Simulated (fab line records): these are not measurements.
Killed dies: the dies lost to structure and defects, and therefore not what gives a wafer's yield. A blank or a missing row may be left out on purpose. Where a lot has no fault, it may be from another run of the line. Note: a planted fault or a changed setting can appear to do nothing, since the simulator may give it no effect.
A struck lot beside a sound one :: flow n5Finfet :: 16 steps out of a route of 1938
Sound: the wafers L797.1, L797.2, L797.6. Struck: wafers L802.2, L802.5 (left out: L802.3, a lot-mate that was not struck); the cause follows at the end.
Order at every step that has rows: each side's tool, ch and its chambers, its first start. Under that, the readings that differ: sound wafers :: struck wafers :: difference of the means :: sigmas: that difference in standard deviations of wafers without a fault.
alike: readings whose means differ by less than 2 such deviations, and words and numbers that are the same on both sides. not compared: withheld readings, readings that some wafer has no value for, bounds like >300 that may hide the same value, and numbers for which the record gives no deviation and whose values overlap.
A row with sigmas, a row that says differs or no value, or rows on one side alone: a step with any of these is where the two part. Non-overlapping numbers with no deviation appear without sigmas and do not part them. A reading missing from all wafers of one side parts the sides only when that side holds two or more wafers.

first, 4 steps without rows for these wafers: N5_BEOL_M4_SOFTBAKE_23 (time 60 s); N5_BEOL_M4_EXPOSE_25 (exposes mask V3, defocus 5 nm); N5_BEOL_M4_PEB_26 (peb time 60 s); N5_BEOL_M4_DEVELOP_27 (develop time 30 s).
N5_BEOL_M4_CD_MEAS_28: target cd 26.2 nm, target cd y 24.1 nm.
  sound on cdSem-03 ch 0, day 11 11:43; struck on cdSem-01 ch 0, day 12 15:48
  alike: cdNm
N5_BEOL_M4_OVL_MEAS_29:
  sound on overlay-02 ch 0, day 11 11:45; struck on overlay-02 ch 0, day 12 15:50
reading: V3_OVL (nm)
sound: -0.8 -0.6 -0.6
struck: 1.7 0.9
difference: +2.0
sigmas: +3
N5_BEOL_M4_INSPECT_30: inspects for defects (brightfield).
  struck on defectInspect-01, day 12 15:53; sound on defectInspect-02, day 11 11:49
  alike: rawDefectCount
N5_BEOL_M4_DESCUM_33: chemistry O2, time 7 s.
  sound on rieDiel-06 ch 2,3, day 11 11:58; struck on rieDiel-06 ch 2,3, day 12 15:55
  alike: drypumpMotorCurrentA, oesProductAu, rfFwdPowerW, rfVppV, showerheadPlenumPTorr, tempC, throttleValvePct
  not compared: rfHoursCounterH
N5_BEOL_M4_ETCH_77: etches underlayer in N2/H2, target depth 6.5 nm, time 5.2 s.
  sound on rieDiel-06 ch 2,3, day 11 12:00; struck on rieDiel-06 ch 2,3, day 12 15:57
  alike: drypumpMotorCurrentA, etchRfOnTimeS, oesProductAu, rfFwdPowerW, rfVppV, showerheadPlenumPTorr, throttleValvePct
  not compared: rfHoursCounterH
N5_BEOL_M4_ETCH_69: etches SiARC in CF4, target depth 15.6 nm, time 26 s.
  sound on rieDiel-06 ch 2,3, day 11 12:01; struck on rieDiel-06 ch 2,3, day 12 15:58
  alike: drypumpMotorCurrentA, etchRfOnTimeS, oesProductAu, rfFwdPowerW, rfVppV, showerheadPlenumPTorr, throttleValvePct
  not compared: rfHoursCounterH
N5_BEOL_M4_ALD_98: deposits SiO2, target thk 2.5 nm, pulse time 1 s, co reactant pulse time 1 s.
  sound on aldSin-02 ch 0,3, day 11 12:06; struck on aldSin-04 ch 0,1, day 12 16:16
  alike: heaterPowerOuterW, heaterPowerW, precursorPulseHeightRel
N5_BEOL_M4_ETCHBACK_99: etches SiO2 in CHF3, target depth 5 nm, time 10.4 s.
  sound on rieDiel-06 ch 1,2, day 11 22:10; struck on rieDiel-05 ch 0,3, day 12 23:54
  alike: CHF3_flow_sccm, drypumpMotorCurrentA, oesProductAu, rfFwdPowerW, rfVppV, showerheadPlenumPTorr, throttleValvePct
  not compared: rfHoursCounterH
N5_BEOL_M4_ETCH_70: etches SOC in N2/H2, target depth 80 nm, overetch 24 nm, time 130 s.
  sound on rieDiel-06 ch 1,2, day 11 22:11; struck on rieDiel-05 ch 0,3, day 12 23:56
reading: model.SiARC_of_BEOL_M4_COAT_68.thkNm (nm)
sound: 6 5.6 5.6
struck: 7.8 7.8
difference: +2.1
sigmas: 
  alike: drypumpMotorCurrentA, oesProductAu, rfFwdPowerW, rfVppV, showerheadPlenumPTorr, tempC, throttleValvePct
  not compared: rfHoursCounterH
then, 1 step without rows for these wafers: N5_BEOL_M4_STRIP_71 (strips in N2/H2).
N5_BEOL_M4_RC_MEAS_101:
  sound on prober-02 ch 0, day 12 03:31; struck on prober-01 ch 0, day 13 04:31
reading: IOFF_N (nA/um)
sound: 0.34 0.22 0.17
struck: 0.09 0.14
difference: -0.13
sigmas: -3

reading: IOFF_P (nA/um)
sound: 0.37 0.26 0.21
struck: 0.13 0.19
difference: -0.12
sigmas: -2

reading: ION_N (uA/um)
sound: 707 684 680
struck: 644 663
difference: -37
sigmas: -2

reading: SS_N (mV/dec)
sound: 73.0 71.8 72.0
struck: 70.0 70.8
difference: -1.9
sigmas: -2

reading: SS_P (mV/dec)
sound: 75.4 74.4 73.5
struck: 70.9 72.9
difference: -2.5
sigmas: -3

reading: VT_N (mV)
sound: 240 245 249
struck: 258 252
difference: +10
sigmas: +2
  alike: DIBL_N, DIBL_P, ION_P, VT_P
-- record jumps: 4 days separate the struck wafers' starts on either side; left off in module BEOL_M4, taken up again in module PASSIVATION, whose first shown step is the route's number 1936 --
N5_PASSIVATION_PROBE_49:
  struck on prober-01, day 17 12:45; sound on prober-02, day 16 11:35
reading: defectLimitedYield (%)
sound: 86.9 88.8 89.8
struck: 92.9 90.0
difference: +3.0
sigmas: +2

reading: killedDies
sound: 155 132 120
struck: 84 118
difference: -35
sigmas: -2

reading: killedOpen
sound: 102 88 77
struck: 51 73
difference: -27
sigmas: -2

reading: sort_bin_4_leakage (%)
sound: 1.44 0 0
struck: 0 0
difference: +0
sigmas: -3

reading: sort_bin_5_function (%)
sound: 8.0 7.0 6.1
struck: 4.3 5.4
difference: -2.2
sigmas: -2

reading: sortNPass
sound: 1008 1048 1060
struck: 1096 1062
difference: +40
sigmas: +2

reading: sortYieldPct (%)
sound: 85.4 88.8 89.8
struck: 92.9 90.0
difference: +3.5
sigmas: +2
  alike: killed_at_M0_to_M3, killed_at_M4_up, killedAtContacts, killedAtFrontEnd, killedAtOther, killedShort, sort_bin_6_memory

## WHERE THEY PART
Earliest at N5_BEOL_M4_OVL_MEAS_29; latest, in this record, at N5_PASSIVATION_PROBE_49.

WHY: what had been put in by the simulator
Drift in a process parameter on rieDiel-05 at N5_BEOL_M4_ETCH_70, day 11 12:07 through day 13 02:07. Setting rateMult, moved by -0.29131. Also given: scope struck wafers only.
